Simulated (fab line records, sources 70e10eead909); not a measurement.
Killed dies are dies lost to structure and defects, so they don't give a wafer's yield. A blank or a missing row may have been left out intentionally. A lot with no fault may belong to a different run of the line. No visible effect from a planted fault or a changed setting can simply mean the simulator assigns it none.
fab line records | flow nandHarc
record: lots: 12 | wafers: 36 | lastDay: 33
route steps=1302 shown P_GATE@141 END@1302
lots that met no fault: taken from a fault-free run of the same line
startH: start of the lot's first displayed wafer, in hours after the record's first day | waitH: hours elapsed since this lot's preceding step | " the same as in the row above | L1.1+2: a row that stands for several wafers | - value missing, or start not given | * or withheld: withheld | < > ~ a bound
route shown NAME@n: NAME is a module with steps in the file, n the number in the route of the first one | usual: average and standard deviation across the fault-free wafers | same: alike in all rows | chamber/n: place in a boat | sites: per-site readings | _std_site: standard deviation across them | _edge_site: inner sites' mean taken away from outer sites' mean | radiusMm: for every site, how far away it sits from the centre of the wafer | mask NAME#n: copy n | behind: the most recent tool/chamber to have shaped the wafer | hold: the reason the lot was held/the length of the hold in hours/how it ended | device: the transistor (n, p or np) that didn't switch | end of line: the tests these same wafers got at the end of their route | a step given without rows: its recipe and nothing more | killed: at the first sort, the dies lost to defects and structure; wafer yield is something else | map: dies across one wafer; x = killed, . = not, _ = none there
set.NAME: the setting the step ran with; set.NAME@STEP: the setting that earlier step ran with | model.NAME: the simulator's own value behind a step, which no gauge read
steps of the route over a sample of lots; a table a step, a row a wafer
services: from which hour (startH, from the record's first day; less than 0 if before it) a tool's chamber was out of use, for how many hours, and why
== steps ==
step: NHARC_P_GATE_CD_MEAS_26
recipe: targetCdNm: 120 | landingEnergyEv: 500
usual: cdNm: 120.1/0.78
lot.wafer | tool     | chamber | startH | waitH | cdNm
L830.2    | cdSem-03 | 0       | 91.29  | -     | 121.4
L830.3    | "        | 0       | "      | "     | 120.4
L830.6    | "        | 0       | "      | "     | 121.0
L833.1    | cdSem-01 | 0       | 124.52 | -     | 119.2
L833.3    | "        | 0       | "      | "     | 120.5
L833.4    | "        | 0       | "      | "     | 119.9
L834.2    | cdSem-01 | 0       | 136.50 | -     | 119.3
L834.3    | "        | 0       | "      | "     | 119.7
L834.6    | "        | 0       | "      | "     | 119.5
L835.2    | cdSem-02 | 0       | 143.97 | -     | 118.6
L835.3    | "        | 0       | "      | "     | 120.1
L835.6    | "        | 0       | "      | "     | 119.0
L837.1    | cdSem-02 | 0       | 168.78 | -     | 120.8
L837.2    | "        | 0       | "      | "     | 120.7
L837.6    | "        | 0       | "      | "     | 120.0
L845.4    | cdSem-01 | 0       | 249.02 | -     | 119.9
L845.5    | "        | 0       | "      | "     | 120.0
L845.6    | "        | 0       | "      | "     | 120.3
L848.3    | cdSem-02 | 0       | 281.43 | -     | 120.3
L848.4    | "        | 0       | "      | "     | 119.7
L848.6    | "        | 0       | "      | "     | 119.3
L849.2    | cdSem-03 | 0       | 293.06 | -     | 120.9
L849.4    | "        | 0       | "      | "     | 120.0
L849.5    | "        | 0       | "      | "     | 120.1
L850.4    | cdSem-01 | 0       | 303.59 | -     | 119.9
L850.5    | "        | 0       | "      | "     | 121.3
L850.6    | "        | 0       | "      | "     | 119.6
L851.2    | cdSem-02 | 0       | 305.98 | -     | 120.9
L851.3    | "        | 0       | "      | "     | 119.2
L851.4    | "        | 0       | "      | "     | 119.3
L852.4    | cdSem-03 | 0       | 322.94 | -     | 119.8
L852.5    | "        | 0       | "      | "     | 121.8
L852.6    | "        | 0       | "      | "     | 120.4
L853.3    | cdSem-02 | 0       | 331.29 | -     | 119.1
L853.4    | "        | 0       | "      | "     | 120.0
L853.5    | "        | 0       | "      | "     | 119.4
step: NHARC_P_GATE_ETCH_32
recipe: targetDepthA: 1500 | overEtchFrac: 1 | overEtchIonEnergyEv: 40 | timeS: 100.1 | hbrFlowSccm: 150 | cl2FlowSccm: 50 | rfW: 400 | icpW: 400 | biasW: 100 | chemistry: HBr/Cl2
usual: drypumpMotorCurrentA: 5.7/0.38 | oesProductAu: 0.998/0.016 | throttleValvePct: 26.405/0.0094
lot.wafer | tool     | chamber | startH | waitH | drypumpMotorCurrentA | oesProductAu | rfHoursCounterH | throttleValvePct
L830.3    | rieSi-04 | 1       | 91.94  | -     | 5.2                  | 1.018        | 0.63            | 26.425
L830.2    | "        | 0       | "      | "     | 4.9                  | 0.994        | 0.59            | 26.406
L830.6    | "        | 2       | "      | "     | 6.5                  | 1.019        | -               | 26.402
L833.3    | rieSi-03 | 0       | 125.24 | -     | 5.4                  | 0.999        | 0.40            | 26.405
L833.1    | "        | 2       | "      | "     | 5.7                  | 0.987        | 0.41            | 26.417
L833.4    | "        | 0       | "      | "     | 5.4                  | 1.002        | -               | 26.414
L834.2    | rieSi-03 | 1       | 137.20 | -     | 5.7                  | 1.011        | 0.26            | 26.403
L834.3    | "        | 2       | "      | "     | 5.7                  | 0.979        | 0.51            | 26.409
L834.6    | "        | 1       | "      | "     | 5.7                  | 1.015        | -               | 26.411
L835.3    | rieSi-03 | 2       | 144.65 | -     | 5.7                  | 0.995        | 0.59            | 26.404
L835.2    | "        | 3       | "      | "     | 5.9                  | 1.005        | 0.62            | 26.417
L835.6    | "        | 0       | "      | "     | 5.4                  | 0.985        | -               | 26.417
L837.2    | rieSi-06 | 1       | 169.44 | -     | 6.1                  | 0.986        | 0.61            | 26.420
L837.1    | "        | 2       | "      | "     | 5.3                  | 0.973        | 0.48            | 26.399
L837.6    | "        | 0       | "      | "     | 5.9                  | 0.975        | -               | 26.411
L845.4    | rieSi-03 | 1       | 249.68 | -     | 5.7                  | 1.005        | 0.10            | 26.413
L845.6    | "        | 0       | "      | "     | 5.5                  | 0.991        | -               | 26.407
L845.5    | "        | 1       | "      | "     | 5.7                  | 1.008        | -               | 26.409
L848.4    | rieSi-04 | 1       | 282.09 | -     | 5.2                  | 1.017        | 0.64            | 26.401
L848.3    | "        | 2       | "      | "     | 6.5                  | 0.994        | 0.65            | 26.394
L848.6    | "        | 2       | "      | "     | 6.4                  | 0.991        | -               | 26.370
L849.4    | rieSi-06 | 3       | 293.72 | -     | 5.5                  | 1.033        | 0.12            | 26.397
L849.2    | "        | 0       | "      | "     | 5.9                  | 0.978        | 0.10            | 26.405
L849.5    | "        | 2       | "      | "     | 5.3                  | 1.002        | -               | 26.402
L850.4    | rieSi-06 | 2       | 304.27 | -     | 5.4                  | 0.999        | 0.26            | 26.404
L850.5    | "        | 3       | "      | "     | 5.5                  | 1.013        | -               | 26.419
L850.6    | "        | 0       | "      | "     | 5.9                  | 0.975        | -               | 26.406
L851.4    | rieSi-06 | 1       | 306.63 | -     | 6.2                  | 1.020        | 0.27            | 26.404
L851.3    | "        | 2       | "      | "     | 5.3                  | 1.002        | 0.30            | 26.402
L851.2    | "        | 0       | "      | "     | 5.9                  | 0.976        | 0.27            | 26.417
L852.4    | rieSi-06 | 2       | 323.58 | -     | 5.3                  | 0.996        | 0.40            | 26.412
L852.5    | "        | 2       | "      | "     | 5.3                  | 1.000        | -               | 26.403
L852.6    | "        | 3       | "      | "     | 5.5                  | 1.015        | -               | 26.412
L853.4    | rieSi-03 | 3       | 331.95 | -     | 5.9                  | 0.985        | 0.60            | 26.404
L853.3    | "        | 1       | "      | "     | 5.7                  | 1.013        | 0.64            | 26.406
L853.5    | "        | 3       | "      | "     | 5.9                  | 0.974        | -               | 26.405
step: NHARC_P_GATE_EXPOSE_56
recipe: na: 0.6 | targetCdNm: 720 | doseMj: 14.81 | maskId: P_PSD
lot.wafer  | tool          | chamber | startH | waitH | mask
L830.2+3+6 | krfScanner-01 | 0       | 106.90 | -     | P_PSD#0
L833.1+3+4 | krfScanner-01 | 0       | 138.00 | -     | P_PSD#0
L834.2+3+6 | krfScanner-04 | 0       | 150.87 | -     | P_PSD#0
L835.2+3+6 | krfScanner-04 | 0       | 160.45 | -     | P_PSD#0
L837.1+2+6 | krfScanner-01 | 0       | 182.25 | -     | P_PSD_R1#0
L845.4+5+6 | krfScanner-04 | 0       | 262.53 | -     | P_PSD#0
L848.3+4+6 | krfScanner-04 | 0       | 295.03 | -     | P_PSD#0
L849.2+4+5 | krfScanner-04 | 0       | 306.56 | -     | P_PSD#0
L850.4+5+6 | krfScanner-03 | 0       | 317.02 | -     | P_PSD#0
L851.2+3+4 | krfScanner-03 | 0       | 319.46 | -     | P_PSD#0
L852.4+5+6 | krfScanner-04 | 0       | 336.45 | -     | P_PSD#0
L853.3+4+5 | krfScanner-04 | 0       | 344.83 | -     | P_PSD#0
step: NHARC_P_GATE_CD_MEAS_59
recipe: targetCdNm: 720 | landingEnergyEv: 500
usual: cdNm: 719.8/2.4
lot.wafer | tool     | chamber | startH | waitH | cdNm
L830.2    | cdSem-01 | 0       | 107.06 | -     | 721.2
L830.3    | "        | 0       | "      | "     | 720.1
L830.6    | "        | 0       | "      | "     | 719.9
L833.1    | cdSem-03 | 0       | 138.15 | -     | 719.9
L833.3    | "        | 0       | "      | "     | 721.6
L833.4    | "        | 0       | "      | "     | 720.9
L834.2    | cdSem-03 | 0       | 151.02 | -     | 720.0
L834.3    | "        | 0       | "      | "     | 721.7
L834.6    | "        | 0       | "      | "     | 724.0
L835.2    | cdSem-01 | 0       | 160.60 | -     | 718.3
L835.3    | "        | 0       | "      | "     | 716.9
L835.6    | "        | 0       | "      | "     | 717.3
L837.1    | cdSem-01 | 0       | 182.40 | -     | 708.7
L837.2    | "        | 0       | "      | "     | 710.6
L837.6    | "        | 0       | "      | "     | 712.7
L845.4    | cdSem-02 | 0       | 262.68 | -     | 719.4
L845.5    | "        | 0       | "      | "     | 722.0
L845.6    | "        | 0       | "      | "     | 721.7
L848.3    | cdSem-02 | 0       | 295.18 | -     | 720.5
L848.4    | "        | 0       | "      | "     | 717.2
L848.6    | "        | 0       | "      | "     | 719.5
L849.2    | cdSem-03 | 0       | 306.71 | -     | 720.0
L849.4    | "        | 0       | "      | "     | 721.9
L849.5    | "        | 0       | "      | "     | 720.5
L850.4    | cdSem-03 | 0       | 317.16 | -     | 722.8
L850.5    | "        | 0       | "      | "     | 721.1
L850.6    | "        | 0       | "      | "     | 720.7
L851.2    | cdSem-03 | 0       | 319.61 | -     | 719.9
L851.3    | "        | 0       | "      | "     | 718.1
L851.4    | "        | 0       | "      | "     | 721.2
L852.4    | cdSem-03 | 0       | 336.60 | -     | 719.6
L852.5    | "        | 0       | "      | "     | 718.0
L852.6    | "        | 0       | "      | "     | 720.3
L853.3    | cdSem-01 | 0       | 344.98 | -     | 722.9
L853.4    | "        | 0       | "      | "     | 721.4
L853.5    | "        | 0       | "      | "     | 722.9
step: NHARC_P_GATE_STRIP_112
recipe: powerW: 1500 | tempC: 110 | timeS: 200 | chemistry: N2/H2
usual: drypumpMotorCurrentA: 5.55/0.17 | heaterPowerW: 87.2/3 | tempC: 109.99/0.14
lot.wafer | tool           | chamber | startH | waitH | drypumpMotorCurrentA | heaterPowerW | rfHoursCounterH | tempC
L830.2    | plasmaAsher-01 | 0       | 107.61 | 0.2   | 5.82                 | 89.9         | 26              | 109.94
L830.3    | "              | 1       | "      | "     | 5.46                 | 88.1         | -               | 110.08
L830.6    | "              | 0       | "      | "     | 5.80                 | 86.4         | -               | 109.95
L833.1    | plasmaAsher-02 | 1       | 138.75 | 0.2   | 5.37                 | 81.4         | 11              | 110.05
L833.4    | "              | 0       | "      | "     | 5.57                 | 88.5         | -               | 110.04
L833.3    | "              | 1       | "      | "     | 5.34                 | 82.4         | -               | 110.16
L834.2    | plasmaAsher-01 | 0       | 151.54 | 0.2   | 5.84                 | 89.7         | 34              | 109.88
L834.3    | "              | 0       | "      | "     | 5.82                 | 91.0         | -               | 110.00
L834.6    | "              | 1       | "      | "     | 5.44                 | 85.9         | -               | 109.84
L835.2    | plasmaAsher-02 | 1       | 161.18 | 0.2   | 5.37                 | 82.1         | 15              | 110.11
L835.3    | "              | 0       | "      | "     | 5.55                 | 88.5         | -               | 110.00
L835.6    | "              | 1       | "      | "     | 5.36                 | 82.9         | -               | 109.99
L837.1    | plasmaAsher-01 | 0       | 182.93 | 0.2   | 5.79                 | 91.4         | 2               | 110.28
L837.2    | "              | 1       | "      | "     | 5.44                 | 86.8         | 2               | 109.85
L837.6    | "              | 1       | "      | "     | 5.44                 | 86.4         | -               | 109.87
L845.4    | plasmaAsher-01 | 1       | 263.31 | 0.2   | 5.46                 | 87.2         | -               | 109.87
L845.5    | "              | 1       | "      | "     | 5.45                 | 85.8         | -               | 109.91
L845.6    | "              | 0       | "      | "     | 5.81                 | 92.1         | -               | 110.26
L848.4    | plasmaAsher-01 | 0       | 295.79 | 0.2   | 5.79                 | 90.7         | -               | 109.76
L848.3    | "              | 1       | "      | "     | 5.45                 | 87.2         | -               | 110.14
L848.6    | "              | 0       | "      | "     | 5.82                 | 88.7         | -               | 110.14
L849.2    | plasmaAsher-01 | 0       | 307.28 | 0.2   | 5.81                 | 88.8         | 28              | 110.02
L849.4    | "              | 0       | "      | "     | 5.82                 | 89.3         | -               | 109.81
L849.5    | "              | 0       | "      | "     | 5.82                 | 89.3         | -               | 109.68
L850.4    | plasmaAsher-01 | 0       | 317.81 | 0.2   | 5.83                 | 88.4         | -               | 109.98
L850.5    | "              | 1       | "      | "     | 5.43                 | 85.0         | -               | 109.79
L850.6    | "              | 0       | "      | "     | 5.84                 | 90.2         | -               | 110.08
L851.2    | plasmaAsher-02 | 1       | 320.13 | 0.2   | 5.37                 | 88.0         | 14              | 109.90
L851.4    | "              | 1       | "      | "     | 5.37                 | 87.8         | -               | 109.73
L851.3    | "              | 0       | "      | "     | 5.54                 | 90.1         | -               | 110.02
L852.4    | plasmaAsher-02 | 0       | 337.25 | 0.2   | 5.54                 | 91.2         | -               | 109.88
L852.6    | "              | 1       | "      | "     | 5.36                 | 89.7         | -               | 109.78
L852.5    | "              | 0       | "      | "     | 5.53                 | 91.8         | -               | 110.03
L853.3    | plasmaAsher-02 | 1       | 345.59 | 0.2   | 5.37                 | 89.6         | -               | 110.13
L853.4    | "              | 0       | "      | "     | 5.61                 | 93.2         | -               | 110.14
L853.5    | "              | 1       | "      | "     | 5.36                 | 89.5         | -               | 110.06
step: NHARC_END_SORT_01
recipe: tempC: 25
usual: killedAtArray: 59/21 | killedAtOther: 0.8/1.1 | killedAtPeriphery: 4.1/2.8 | killedDies: 64/20 | killedOpen: 3.1/1.7 | killedShort: 2.4/1.6
same: grossDies: 677
lot.wafer | tool      | chamber | startH | waitH | killedAtArray | killedAtOther | killedAtPeriphery | killedDies | killedOpen | killedShort
L830.2    | prober-02 | 0       | 562.17 | 2.8   | 56            | 3             | 2                 | 61         | 3          | 4
L830.3    | prober-02 | 0       | 562.96 | 3.1   | 49            | 5             | 5                 | 59         | 3          | 3
L830.6    | prober-02 | 0       | 565.31 | 3.9   | 42            | 2             | 1                 | 45         | 0          | 0
L833.1    | prober-01 | 0       | 602.33 | 2.5   | 66            | 4             | 1                 | 71         | 2          | 2
L833.3    | prober-01 | 0       | 603.93 | 3.1   | 72            | 2             | 0                 | 74         | 2          | 3
L833.4    | prober-01 | 0       | 604.73 | 3.4   | 78            | 1             | 0                 | 79         | 3          | 2
L845.4    | prober-01 | 0       | 706.43 | 3.4   | 24            | 0             | 6                 | 30         | 4          | 4
L845.5    | prober-01 | 0       | 707.22 | 3.7   | 36            | 0             | 5                 | 41         | 1          | 5
L845.6    | prober-01 | 0       | 708.01 | 4.0   | 32            | 0             | 5                 | 37         | 3          | 0
L851.2    | prober-02 | 0       | 766.02 | 2.8   | 29            | 0             | 4                 | 33         | 6          | 5
L851.3    | prober-02 | 0       | 766.83 | 3.1   | 42            | 1             | 2                 | 45         | 5          | 2
L851.4    | prober-02 | 0       | 767.63 | 3.4   | 29            | 0             | 2                 | 31         | 3          | 1
L850.4    | prober-01 | 0       | 773.63 | 3.5   | 70            | 4             | 0                 | 74         | 1          | 0
L850.5    | prober-01 | 0       | 774.45 | 3.8   | 76            | 0             | 2                 | 78         | 1          | 0
L850.6    | prober-01 | 0       | 775.27 | 4.1   | 75            | 1             | 5                 | 81         | 6          | 1
L853.3    | prober-01 | 0       | 794.40 | 3.1   | 75            | 0             | 3                 | 78         | 5          | 1
L853.4    | prober-01 | 0       | 795.21 | 3.4   | 68            | 0             | 0                 | 68         | 3          | 1
L853.5    | prober-01 | 0       | 796.01 | 3.7   | 65            | 1             | 3                 | 69         | 2          | 2
killed by level:class
L830.2 A_CHANNEL_HOLE_D2:chamberFilmFlake=39 A_STAIRCASE:chamberFilmFlake=5 THIN_TSV:chamberFilmFlake=3 A_WL_FILL:chamberFilmFlake=2 A_SOURCE_PLATE:geometricParticle:short=1 A_CHANNEL_FILL_D1:geometricParticle:short=1 A_CHANNEL_HOLE_D2:geometricParticle:short=1 A_CHANNEL_FILL_D2:geometricParticle:short=1
L830.3 A_CHANNEL_HOLE_D2:chamberFilmFlake=31 A_STAIRCASE:chamberFilmFlake=7 THIN_TSV:chamberFilmFlake=5 P_GATE:chamberFilmFlake=2 A_CHANNEL_FILL_D1:chamberFilmFlake=2 A_CONTACT:chamberFilmFlake=2 P_CONTACT:geometricParticle:open=1 P_M0:geometricParticle:open=1
L830.6 A_CHANNEL_HOLE_D2:chamberFilmFlake=34 A_STAIRCASE:chamberFilmFlake=3 A_WL_FILL:chamberFilmFlake=2 A_CHANNEL_HOLE_D1:chamberFilmFlake=2 THIN_TSV:chamberFilmFlake=2 P_M2:chamberFilmFlake=1 A_CONTACT:chamberFilmFlake=1
L833.1 A_CHANNEL_HOLE_D1:chamberFilmFlake=26 A_SLIT:chamberFilmFlake=21 A_CHANNEL_HOLE_D2:chamberFilmFlake=8 THIN_TSV:chamberFilmFlake=4 A_CONTACT:chamberFilmFlake=3 A_CHANNEL_FILL_D2:geometricParticle:open=2 A_WL_FILL:chamberFilmFlake=2 A_CHANNEL_FILL_D1:geometricParticle:short=1
L833.3 A_CHANNEL_HOLE_D1:chamberFilmFlake=26 A_SLIT:chamberFilmFlake=26 A_CHANNEL_HOLE_D2:chamberFilmFlake=8 A_STAIRCASE:chamberFilmFlake=4 A_CONTACT:chamberFilmFlake=2 THIN_TSV:chamberFilmFlake=2 A_CHANNEL_FILL_D1:geometricParticle:short=1 A_ONON_D2:geometricParticle:open=1
L833.4 A_CHANNEL_HOLE_D1:chamberFilmFlake=36 A_SLIT:chamberFilmFlake=26 A_CHANNEL_HOLE_D2:chamberFilmFlake=4 A_SGD_CUT:chamberFilmFlake=3 A_CONTACT:chamberFilmFlake=2 A_ONON_D1:geometricParticle:open=1 A_CHANNEL_FILL_D1:geometricParticle:short=1 A_CHANNEL_HOLE_D2:geometricParticle:short=1
L845.4 A_CHANNEL_HOLE_D1:chamberFilmFlake=6 A_CONTACT:chamberFilmFlake=6 A_SLIT:chamberFilmFlake=4 A_M1:chamberFilmFlake=2 P_GATE:geometricParticle:short=1 P_GATE:geometricParticle:open=1 P_CONTACT:geometricParticle:open=1 P_M0:geometricParticle:open=1
L845.5 A_CHANNEL_HOLE_D1:chamberFilmFlake=11 A_CONTACT:chamberFilmFlake=7 A_DECK1_JOINT:chamberFilmFlake=4 A_M1:chamberFilmFlake=4 A_DECK1_JOINT:geometricParticle:short=2 P_GATE:chamberFilmFlake=2 A_SGD_CUT:chamberFilmFlake=2 A_SLIT:chamberFilmFlake=2
L845.6 A_CHANNEL_HOLE_D1:chamberFilmFlake=12 A_CONTACT:chamberFilmFlake=6 A_SLIT:chamberFilmFlake=5 A_STAIRCASE:chamberFilmFlake=3 P_M1:chamberFilmFlake=2 A_DECK1_JOINT:chamberFilmFlake=2 P_CONTACT:geometricParticle:open=1 A_BLC:geometricParticle:open=1
L851.2 A_CHANNEL_HOLE_D1:chamberFilmFlake=11 A_SLIT:chamberFilmFlake=4 A_BLC:geometricParticle:open=3 P_ZERO_WELL:chamberFilmFlake=2 A_CONTACT:chamberFilmFlake=2 P_M0:geometricParticle:short=1 P_M2:geometricParticle:open=1 A_SOURCE_PLATE:geometricParticle:open=1
L851.3 A_CHANNEL_HOLE_D1:chamberFilmFlake=19 A_CHANNEL_HOLE_D2:chamberFilmFlake=4 A_SLIT:chamberFilmFlake=4 A_WL_FILL:chamberFilmFlake=3 A_CONTACT:chamberFilmFlake=3 A_SOURCE_PLATE:geometricParticle:open=1 A_CHANNEL_FILL_D1:geometricParticle:open=1 A_DECK1_JOINT:geometricParticle:short=1
L851.4 A_CHANNEL_HOLE_D1:chamberFilmFlake=11 A_SLIT:chamberFilmFlake=9 A_CONTACT:chamberFilmFlake=3 A_CHANNEL_FILL_D1:chamberFilmFlake=2 A_ONON_D1:geometricParticle:open=1 A_CHANNEL_FILL_D1:geometricParticle:open=1 A_SGD_CUT:geometricParticle:short=1 A_WL_FILL:geometricParticle:open=1
L850.4 A_CHANNEL_HOLE_D2:chamberFilmFlake=27 A_SLIT:chamberFilmFlake=27 A_CHANNEL_HOLE_D1:chamberFilmFlake=10 THIN_TSV:chamberFilmFlake=4 A_CONTACT:chamberFilmFlake=3 A_M1:geometricParticle:open=1 A_STAIRCASE:chamberFilmFlake=1 A_WL_FILL:chamberFilmFlake=1
L850.5 A_CHANNEL_HOLE_D2:chamberFilmFlake=35 A_SLIT:chamberFilmFlake=25 A_CHANNEL_HOLE_D1:chamberFilmFlake=13 A_WL_FILL:geometricParticle:open=1 P_GATE:chamberFilmFlake=1 P_BONDPAD:chamberFilmFlake=1 A_STAIRCASE:chamberFilmFlake=1 A_WL_FILL:chamberFilmFlake=1
L850.6 A_CHANNEL_HOLE_D2:chamberFilmFlake=30 A_SLIT:chamberFilmFlake=29 A_CHANNEL_HOLE_D1:chamberFilmFlake=6 A_CONTACT:chamberFilmFlake=3 A_ONON_D1:geometricParticle:open=2 P_STI:chamberFilmFlake=2 P_STI:geometricParticle:open=1 P_GATE:geometricParticle:open=1
L853.3 A_CHANNEL_HOLE_D2:chamberFilmFlake=24 A_CHANNEL_HOLE_D1:chamberFilmFlake=21 A_CONTACT:chamberFilmFlake=13 A_SLIT:chamberFilmFlake=10 P_GATE:geometricParticle:open=2 P_CONTACT:geometricParticle:open=1 A_ONON_D2:geometricParticle:short=1 A_ONON_D2:geometricParticle:open=1
L853.4 A_CHANNEL_HOLE_D2:chamberFilmFlake=30 A_CHANNEL_HOLE_D1:chamberFilmFlake=11 A_CONTACT:chamberFilmFlake=11 A_SLIT:chamberFilmFlake=8 A_CHANNEL_FILL_D2:geometricParticle:open=2 A_WL_FILL:chamberFilmFlake=2 A_DECK1_JOINT:geometricParticle:short=1 A_ONON_D2:geometricParticle:open=1
L853.5 A_CHANNEL_HOLE_D2:chamberFilmFlake=20 A_CONTACT:chamberFilmFlake=15 A_CHANNEL_HOLE_D1:chamberFilmFlake=13 A_SLIT:chamberFilmFlake=12 P_STI:geometricParticle:short=1 A_ONON_D1:geometricParticle:short=1 A_DECK1_JOINT:geometricParticle:open=1 A_M1:geometricParticle:open=1
== services ==
tool           | chamber | startH | hours | kind
rieSi-06       | -       | 72.00  | 9.0   | pm
plasmaAsher-02 | -       | 72.18  | 9.0   | pm
krfScanner-01  | -       | 81.59  | 9.1   | repair
rieSi-03       | 1       | 105.10 | 13.1  | repair
rieSi-03       | 1       | 121.30 | 4.7   | repair
krfScanner-01  | -       | 140.00 | 4.0   | pm
rieSi-06       | -       | 147.17 | 3.3   | repair
rieSi-06       | 1       | 161.55 | 5.7   | repair
plasmaAsher-01 | -       | 165.03 | 9.0   | pm
krfScanner-04  | -       | 182.00 | 4.0   | pm
rieSi-03       | -       | 186.03 | 0.1   | repair
krfScanner-04  | -       | 201.82 | 2.1   | repair
rieSi-03       | -       | 221.00 | 9.0   | pm
krfScanner-01  | -       | 231.85 | 0.8   | repair
plasmaAsher-02 | -       | 245.49 | 1.5   | repair
rieSi-06       | -       | 249.00 | 9.0   | pm
plasmaAsher-02 | -       | 249.18 | 9.0   | pm
rieSi-03       | 1       | 260.97 | 0.9   | repair
krfScanner-01  | -       | 262.13 | 0.3   | repair
krfScanner-04  | -       | 283.56 | 0.2   | repair
krfScanner-04  | -       | 310.25 | 0.8   | repair
rieSi-03       | 1       | 317.54 | 4.6   | repair
plasmaAsher-01 | -       | 342.18 | 9.0   | pm
rieSi-06       | 1       | 345.52 | 16.1  | repair
== key ==
firstSign: step: NHARC_P_GATE_EXPOSE_56 | reading: mask | direction: changed
effect: step: NHARC_P_GATE_CD_MEAS_59 | reading: cdNm | direction: down | sigmas: 3.9 | usual: 719.8 | struck: 710.7
metAt NHARC_P_GATE_EXPOSE_56
struckLots L837
testerLeftOut L837
notActingAt NHARC_P_GATE_CD_MEAS_26,NHARC_P_GATE_ETCH_32,NHARC_P_GATE_STRIP_112
onsetBetween 138.00 182.25
fault: kind: wrongMask | tool: any | chamber: - | onsetH: 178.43 | steps: NHARC_P_GATE_EXPOSE_56 | auxCopy: P_PSD_R1#0 | cdOffsetNm: -8.508 | scope: struckLotsOnly
testerLeftOut: of these lots the tester's yield and bins aren't shown, on N5 and GAA mostly nor the transistor test; their killed dies are dies lost to structure and defects alone, not to doping, threshold or leakage, so they don't give the yield
